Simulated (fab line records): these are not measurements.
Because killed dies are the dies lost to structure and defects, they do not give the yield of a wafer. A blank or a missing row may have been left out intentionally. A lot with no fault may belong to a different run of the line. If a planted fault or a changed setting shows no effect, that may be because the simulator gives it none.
Matching of chambers	flow nandHarc	3 sister chambers for NHARC_P_M0_PRE_CLEAN_31 on pecvd-01
The step time 12 s. 3 wafers are shown with their chamber, then 7 later ones without.

WAFERS WITH THEIR CHAMBER
wafer	chamber	heaterPowerW (W)
L080.5	0	625
L091.1	1	728
L091.5	2	590

WAFERS WITHOUT THEIR CHAMBER
wafer	heaterPowerW (W)
L091.6	638
L091.2	620
L091.3	609
L091.4	714
L093.2	593
L093.3	699
L093.6	567

WHICH CHAMBER EACH ONE RAN IN
wafer	from the rows above	in truth
L091.6	0	0
L091.2	can't be placed: 0 or 2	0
L091.3	can't be placed: 0 or 2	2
L091.4	1	1
L093.2	can't be placed: 2 or 0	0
L093.3	1	1
L093.6	2	2
Correctly placed: 4 of 7. Not placeable from these rows: 3 (in 3, the candidates include the true chamber). Wrongly placed: 0.
How it was worked out, from the rows above alone: a wafer's distance from a chamber is the root of the sum, over the readings, of the square of ((its reading less the chamber's mean) divided by the reading's scatter). The wafer belongs to the nearest chamber; if the next one is less than 2 further off, it can't be placed. For every chamber, the mean is computed from those of its wafers that are shown. The scatter (one wafer shown for each chamber): square how far every hidden wafer sits from the nearest shown wafer, average those squares and take the square root.
